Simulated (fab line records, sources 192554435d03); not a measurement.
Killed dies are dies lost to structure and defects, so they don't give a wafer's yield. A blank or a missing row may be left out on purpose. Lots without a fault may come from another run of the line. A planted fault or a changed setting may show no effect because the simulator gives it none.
Split-lot experiment | flow n5_finfet | 7 lots, 21 wafers read, on a route of 1938 steps

THE SPLIT
At N5_BEOL_M7_COAT_71 (time 60 s, resist thk 5 nm), the setting spin_rpm was moved away from the recipe's 1500 rpm on 8 of the 21 wafers read, by -10.3% to +9.4%. The other wafers ran this setting at the recipe's value.

FROM THE SPLIT TO THE READING: what the file shows between them, 1 step
- N5_BEOL_M7_DESCUM_33: chemistry O2, time 7 s (also split here: time_s)

THE READING
etch.depth_nm (the simulator's own value, which no gauge read), in nm, at N5_BEOL_M7_ETCH_72 (etches underlayer in N2/H2, target depth 6.5 nm, time 5.2 s). The file gives no usual value for it. The 13 wafers here that ran the recipe average 4.997 nm, standard deviation 0.015 nm.

wafer  | tool, chamber at the split | spin_rpm as run, rpm | against the recipe | etch.depth_nm, nm | against lot-mates on the recipe
L076.1 | litho_track-02, 0          | 1500                 | recipe             | 5.017             | -
L076.2 | litho_track-02, 0          | 1392                 | -7.2%              | 5.213             | +0.191
L076.5 | litho_track-02, 0          | 1500                 | recipe             | 5.027             | -
L078.1 | litho_track-03, 0          | 1641                 | +9.4%              | 4.777             | -0.223
L078.3 | litho_track-03, 0          | 1500                 | recipe             | 5                 | -
L078.6 | litho_track-03, 0          | 1641                 | +9.4%              | 4.792             | -0.208
L081.1 | litho_track-03, 0          | 1500                 | recipe             | 4.979             | -
L081.4 | litho_track-03, 0          | 1500                 | recipe             | 4.983             | -
L081.5 | litho_track-03, 0          | 1500                 | recipe             | 4.974             | -
L086.1 | litho_track-04, 0          | 1500                 | recipe             | 4.995             | -
L086.3 | litho_track-04, 0          | 1500                 | recipe             | 5.005             | -
L086.6 | litho_track-04, 0          | 1345                 | -10.3%             | 5.275             | +0.275
L093.1 | litho_track-02, 0          | 1438                 | -4.1%              | 5.126             | +0.123
L093.5 | litho_track-02, 0          | 1438                 | -4.1%              | 5.12              | +0.117
L093.6 | litho_track-02, 0          | 1500                 | recipe             | 5.003             | -
L094.1 | litho_track-04, 0          | 1500                 | recipe             | 4.985             | -
L094.2 | litho_track-04, 0          | 1500                 | recipe             | 4.987             | -
L094.6 | litho_track-04, 0          | 1500                 | recipe             | 5.008             | -
L095.2 | litho_track-04, 0          | 1385                 | -7.7%              | 5.204             | +0.202
L095.3 | litho_track-04, 0          | 1385                 | -7.7%              | 5.203             | +0.201
L095.4 | litho_track-04, 0          | 1500                 | recipe             | 5.002             | -

THE FIT
A straight line over all 21 wafers: etch.depth_nm changes by -0.0256 nm for each +1% of spin_rpm; r = -0.99; the points scatter about the line by 0.017 nm.
The same after taking each lot's own level away (the mean of its wafers on the recipe; 21 wafers): -0.0251 nm for each +1%; r = -1.00; scatter 0.0098 nm.
On that fit, the largest move of spin_rpm shifts the reading by 0.26 nm.
The lots' own levels span 4.9787 to 5.0220 nm, that is 2.9 times the standard deviation above.
So the lot-to-lot level changes the slope little: the two slopes agree.
Check: with one of the wafers moved furthest among these (-10.3%) left out of the fit, the line predicts +0.262 nm for it against its lot-mates. It came out at +0.275 nm against them.

OTHER SPLITS ON THESE WAFERS
These wafers also went through other splits before the reading. Each is held against what the fit with the lots' levels taken away leaves over:
other split on the same wafers   | wafers away from the commonest value | r with etch.depth_nm (lot level and that fit taken away)
N5_BEOL_M6_TRENCH_ETCH_37 time_s | 6                                    | +0.12
N5_BEOL_M7_DESCUM_33 time_s      | 8                                    | +0.08

THE WHOLE CHAIN: every reading that the file lists as answering this split, in the file's order
step               | what it does                                                | reading                                                                            | change (the file's fit)                                                                 | r (the file's)
N5_BEOL_M7_ETCH_72 | etches underlayer in N2/H2, target depth 6.5 nm, time 5.2 s | etch.depth_nm (the simulator's own value, which no gauge read)                     | -0.0257 nm for each +1% of the setting                                                  | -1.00
N5_BEOL_M7_ETCH_65 | etches SiARC in CF4, target depth 15.6 nm, time 26 s        | CAR-EUV_of_BEOL_M7_COAT_22.thk_nm (the simulator's own value, which no gauge read) | +0.0305 nm for each +1% of the setting, in a fit together with time_s@BEOL_M7_DESCUM_33 | 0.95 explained

THE FILE'S OWN FIT
etch.depth_nm changes by -0.0257 nm for each +1% of spin_rpm, r = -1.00.
